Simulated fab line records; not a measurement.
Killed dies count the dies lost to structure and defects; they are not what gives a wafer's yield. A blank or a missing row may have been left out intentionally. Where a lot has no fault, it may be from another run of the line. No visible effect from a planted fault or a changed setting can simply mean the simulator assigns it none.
A struck lot beside a sound one	flow nand harc	17 steps out of a route of 1302
Sound: wafers L354.3, L354.4, L354.6. Struck: wafers L365.1, L365.6 (left out: L365.3, a lot-mate that was not struck); the cause follows at the end.
Each step with rows lists, per side, the tool, then ch with its chambers, then its first start. Under that, the readings that differ: sound wafers	struck wafers	difference of the means	sigmas: that difference in standard deviations of wafers without a fault.
alike: readings with means less than 2 such deviations apart, plus words and numbers identical on both sides. not compared: withheld readings, readings lacking a value on some wafer, bounds such as >300 that could conceal the same value, and numbers that have no deviation in the record and whose values overlap.
A row with sigmas, a row that says differs or no value, or rows on one side alone: a step with any of these is where the two part. Numbers that don't overlap but have no deviation are shown without sigmas and don't part them. A reading missing from all wafers of one side parts the sides only when that side holds two or more wafers.

NHARC_P_M2_INSPECT_11:
  sound on defect inspect-02, day 9 05:54; struck on defect inspect-01, day 13 23:33
  alike: raw defect count
then, 1 step without rows for these wafers: NHARC_P_M2_DESCUM_14 (chemistry O2, time 3 s).
NHARC_P_M2_ETCH_35: etches the open film in N2/H2, target depth 40 nm, overetch 12 nm, time 43.94 s.
  sound on rie diel-01 ch 1,3, day 9 06:02; struck on rie diel-08 ch 0,3, day 13 23:42
  alike: drypump motor current A, mfc ar sccm, oes product au, rf vpp V, showerhead plenum p Torr, throttle valve pct
  not compared: rf hours counter h
NHARC_P_M2_ETCH_15: etches the open film in C4F8/Ar, target depth 182.5 nm, time 91.2 s.
  sound: rie diel-01 ch 0,1,2; struck: rie diel-08 ch 0
  alike: oes product au, rf vpp V
  not compared: rf hours counter h
NHARC_P_M2_CD_MEAS_16:
  sound on cd sem-02, day 9 06:16; struck on cd sem-03, day 13 23:55
  alike: cd nm
NHARC_P_M2_STRIP_18: strips in N2/H2.
  sound on rie diel-11 ch 1,2, day 9 06:20; struck on rie diel-01 ch 0, day 14 00:01
  alike: drypump motor current A, mfc ar sccm, oes product au, power w, rf vpp V, showerhead plenum p Torr, throttle valve pct
  not compared: rf hours counter h
NHARC_P_M2_ETCH_28: etches the open film in CF4/N2, target depth 30 nm, time 72.99 s.
  sound: rie diel-11 ch 1,2; struck: rie diel-01 ch 0,1
reading	sound	struck	difference	sigmas
mfc ar sccm (sccm)	150.1 150.1 149.7	149.4 148.8	-0.9	-2
  alike: drypump motor current A, oes product au, rf vpp V, showerhead plenum p Torr, throttle valve pct
  not compared: rf hours counter h
then, 2 steps without rows for these wafers: NHARC_P_M2_STRIP_19 (strips in post etch residue remover, time 600 s); NHARC_P_M2_DEGAS_29 (time 60 s).
NHARC_P_M2_PRE_CLEAN_30: time 30 s.
  sound on pvd sputter-03; struck on pvd sputter-02
reading	sound	struck	difference	sigmas
susceptor temp C (C)	279.83 280.07 279.92	- -	no value on the struck wafers	
  alike: heater power w
then, 2 steps without rows for these wafers: NHARC_P_M2_PVD_20 (deposits TaN, target thk 5 nm, time 8.06 s); NHARC_P_M2_PVD_21 (deposits Cu, target thk 30 nm, time 20.49 s).
NHARC_P_M2_ECD_22: material Cu, target thk 400 nm.
  sound on ecd cu-01 ch 0,1, day 9 07:26; struck on ecd cu-01 ch 1, day 14 01:00
then, 1 step without rows for these wafers: NHARC_P_M2_ANNEAL_31 (time 90 s).
NHARC_P_M2_CMP_23: polishes, t overpolish 20 s, target thk 144.3 nm.
  sound on cmp-04 ch 0,2, day 9 08:04; struck on cmp-04 ch 3, day 14 01:43
reading	sound	struck	difference	sigmas
time to endpoint s (s)	24.2 23.5 27.5	19.5 20.1	-5.3	-3
  alike: motor current A
NHARC_P_M2_THK_MEAS_24: measures by xrf.
  sound on film metro-02, day 9 08:22; struck on film metro-02, day 14 02:02
  alike: thk nm
-- record jumps: 18 days between struck wafers' starts before vs after; left off in module P_M2, resumes in module END, first step shown is number 1302 of the route --
NHARC_END_SORT_01:
  sound on prober-01 ch 0, day 28 00:50; struck on prober-01 ch 0, day 32 10:38
  alike: defect limited yield, killed at array, killed at other, killed at periphery, killed dies, killed open, killed short, sort_bin_2_pct, sort_bin_3_pct, sort_bin_4_pct, sort n pass, sort rim yield pct, sort yield pct

WHERE THEY PART
First at NHARC_P_M2_ETCH_28; last, within this record, at NHARC_P_M2_CMP_23. Later steps at which nothing parts them and some readings are alike: NHARC_P_M2_THK_MEAS_24, NHARC_END_SORT_01.

WHY: whatever the simulator had introduced
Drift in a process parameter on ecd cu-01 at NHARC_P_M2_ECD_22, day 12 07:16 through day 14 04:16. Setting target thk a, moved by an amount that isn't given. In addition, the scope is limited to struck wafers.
